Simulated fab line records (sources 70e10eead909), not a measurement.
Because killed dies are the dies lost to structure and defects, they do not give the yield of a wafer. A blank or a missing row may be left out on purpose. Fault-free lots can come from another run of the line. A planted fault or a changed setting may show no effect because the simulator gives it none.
8D (eight disciplines) problem report, filled in by code -- flow nand-harc -- the parts of the form that need people (team, actions taken, sign-off) are left out

## 1. PROBLEM STATEMENT
Mean of cd-nm at NHARC_P_GATE_CD_MEAS_26: 205.8 nm across 6 wafers in 2 lots; on wafers with no fault it is 120.2 nm (standard deviation 0.6). So: +99 or more standard deviations from the usual mean.
The step: target cd 120 nm.
Seen first at day 9 05:20 on cd-sem-01, wafer L910.3. Wafers with a number at this step in the record: 36, from 12 lots. The rule behind "out" and "out of limits": a value lying over 4 standard deviations away from the usual mean. All remaining wafers that have a number are taken as sound.

## 2. WHAT IT IS; WHAT IT IS NOT
question,is,is not
which readings at this step,cd-nm,-
which lots,"L910, L911","L891, L895, L896, L897, L898, L899, L901, L902, L912, L914"
which wafers of those lots,all that have a number,-
read on which gauges,"cd-sem-01, cd-sem-02",cd-sem-03
when,from day 9 05:20,"up to then (24 sound wafers); but 6 sound wafers of L912, L914 came after"

## 3. SUSPECTS, AND WHAT RULES EACH OUT
Counting: a tool at a process step up to the reading stays a suspect if it ran every lot that is out and no sound lot after the first of them.
- ruled out: the gauge at NHARC_P_GATE_CD_MEAS_26. 2 gauges (cd-sem-01, cd-sem-02) read the wafers that are out.
- cmp-03 at NHARC_P_STI_CMP_21 (polishes, t overpolish 20 s, target thk 380.67 nm): ruled out as a lasting fault. Following L910 (day 7 21:31), the first lot on it that is out, the sound lots L912 were run on it.
- rie-diel-11 at NHARC_P_GATE_DESCUM_13 (chemistry O2, time 3 s): kept. Every lot that is out went through it, starting with L910 (day 8 15:44), and after that it ran no sound lot; the last sound lot it ran before then is L902 (day 6 14:26).
- litho-track-06 at NHARC_P_GATE_PEB_24 (peb time 65 s): kept. Every lot that is out went through it, starting with L910 (day 9 05:16), and after that it ran no sound lot; the last sound lot it ran before then is L901 (day 7 04:43). Out on those wafers are its own readings of heater-power-total-W, plate-temp-C.
The count leaves litho-track-06 at NHARC_P_GATE_PEB_24 and rie-diel-11 at NHARC_P_GATE_DESCUM_13.

## 4. THE CAUSE (what the simulator had put in)
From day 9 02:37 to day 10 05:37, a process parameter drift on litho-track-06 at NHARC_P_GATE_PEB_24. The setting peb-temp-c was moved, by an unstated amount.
After counting, 2 suspects remain, this tool included.

## 5. SEQUENCE OF EFFECTS, ordered by route
Each row: a reading where the mean over the struck wafers with a number is more than 3 standard deviations away from the usual. Scope: only readings with a usual standard deviation given in the record; hours: median across lots of the time from each lot's start at the first step in this table that gives one to its start at this step; sigmas: change in usual standard deviations.
hours,step,reading,usual,on struck wafers,change,sigmas
0,NHARC_P_GATE_PEB_24,heater-power-total-W,156.7 W,124.8,-31.9,-76
0,NHARC_P_GATE_PEB_24,plate-temp-C,100.03 C,85.11,-14.92,-99 or more
0,NHARC_P_GATE_CD_MEAS_26,cd-nm,120.2 nm,205.8,+85.6,+99 or more
352,NHARC_END_SORT_01,killed-at-periphery,3.1,641.7,+638.6,+99 or more
352,NHARC_END_SORT_01,killed-dies,30,677,+647,+59
The process steps in it:
- NHARC_P_GATE_PEB_24: peb time 65 s.

## 6. HOW IT WOULD HAVE BEEN CAUGHT EARLIER
Counted from the fault's start at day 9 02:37, it took 3 hours until the first out-of-limits reading at a measuring or inspecting step in this record, taken at day 9 05:20.
At NHARC_P_GATE_PEB_24, the tool's own readings (heater-power-total-W, plate-temp-C) were out on each struck wafer the step has a row for, so an alarm limit on them would have fired on the first such wafer.
Lots out: 2; of these, L911 started NHARC_P_GATE_PEB_24 on litho-track-06 after day 9 05:20. A hold on the tool at that time would have spared it.
